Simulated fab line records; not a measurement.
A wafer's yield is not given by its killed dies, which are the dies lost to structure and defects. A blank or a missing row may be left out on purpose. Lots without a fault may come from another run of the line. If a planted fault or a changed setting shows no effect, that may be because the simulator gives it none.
Chamber matching + flow n5Finfet + 3 sister chambers for N5_BEOL_M6_CURE_74 on uvCure-02
The step cures SiCOH lowk, time 240 s. 22 wafers are shown with their chamber, then 11 later ones without.

## WAFERS, EACH WITH ITS CHAMBER
| wafer  | chamber | wafer_temp_C_max | lampPowerPct (%) |
|--------|---------|------------------|------------------|
| L075.1 | 0       | 386.9            | 52.27            |
| L075.3 | 0       | 387.3            | 52.22            |
| L075.4 | 0       | 387.2            | 52.37            |
| L075.2 | 0       | 386.7            | 52.33            |
| L075.5 | 0       | 387.6            | 52.34            |
| L075.6 | 0       | 387.4            | 52.26            |
| L077.1 | 1       | 388.0            | 52.23            |
| L077.4 | 1       | 388.5            | 52.28            |
| L077.5 | 1       | 387.8            | 52.28            |
| L080.2 | 0       | 386.6            | 52.41            |
| L080.4 | 0       | 387.3            | 52.31            |
| L080.5 | 0       | 387.3            | 52.22            |
| L081.1 | 2       | 387.5            | 52.34            |
| L081.4 | 2       | 388.9            | 52.35            |
| L081.5 | 2       | 387.4            | 52.35            |
| L081.2 | 2       | 387.3            | 52.37            |
| L081.3 | 2       | 388.1            | 52.36            |
| L081.6 | 2       | 387.7            | 52.26            |
| L084.1 | 1       | 387.6            | 52.34            |
| L084.2 | 1       | 388.1            | 52.18            |
| L084.5 | 1       | 387.9            | 52.34            |
| L086.3 | 1       | 387.3            | 52.35            |

SIGNATURES, as means of the wafers listed above
| reading          | chamber 0 | chamber 1 | chamber 2 | scatter within a chamber |
|------------------|-----------|-----------|-----------|--------------------------|
| wafer_temp_C_max | 387.144   | 387.886   | 387.817   | 0.434                    |
| lampPowerPct     | 52.3033   | 52.2857   | 52.3383   | 0.0594                   |
Rule: for a wafer and a chamber, the distance is found by dividing, reading by reading, the gap between the wafer's reading and the chamber's mean by the reading's scatter, squaring, summing and taking the root. The wafer belongs to the nearest chamber; if the next one is less than 2 further off, it can't be placed. How the scatter is found: for the shown wafers, subtract from each reading the mean of its chamber, square and add these, divide the total by (wafers less chambers), then take the root.

## WAFERS MISSING THEIR CHAMBER
| wafer  | wafer_temp_C_max | lampPowerPct (%) |
|--------|------------------|------------------|
| L086.4 | 387.6            | 52.22            |
| L086.6 | 387.5            | 52.28            |
| L094.1 | 386.9            | 52.31            |
| L094.4 | 387.8            | 52.35            |
| L094.5 | 387.1            | 52.27            |
| L097.1 | 387.0            | 52.35            |
| L097.2 | 387.7            | 52.27            |
| L097.3 | 388.0            | 52.34            |
| L097.4 | 387.1            | 52.30            |
| L097.5 | 387.3            | 52.34            |
| L097.6 | 387.0            | 52.32            |

## WHICH CHAMBER EACH ONE RAN IN
| wafer  | from the rows above          | in truth |
|--------|------------------------------|----------|
| L086.4 | can't be placed: 1 or 0 or 2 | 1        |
| L086.6 | can't be placed: 1 or 0 or 2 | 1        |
| L094.1 | can't be placed: 0 or 2 or 1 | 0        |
| L094.4 | can't be placed: 2 or 1 or 0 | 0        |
| L094.5 | can't be placed: 0 or 1 or 2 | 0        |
| L097.1 | can't be placed: 0 or 2 or 1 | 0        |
| L097.2 | can't be placed: 1 or 2 or 0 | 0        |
| L097.3 | can't be placed: 2 or 1 or 0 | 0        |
| L097.4 | can't be placed: 0 or 2 or 1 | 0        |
| L097.5 | can't be placed: 0 or 2 or 1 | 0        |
| L097.6 | can't be placed: 0 or 2 or 1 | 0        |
0 of 11 placed correctly. Cannot be placed on the basis of these rows: 11; the candidates contain the true chamber in 11. Placed wrongly: 0.
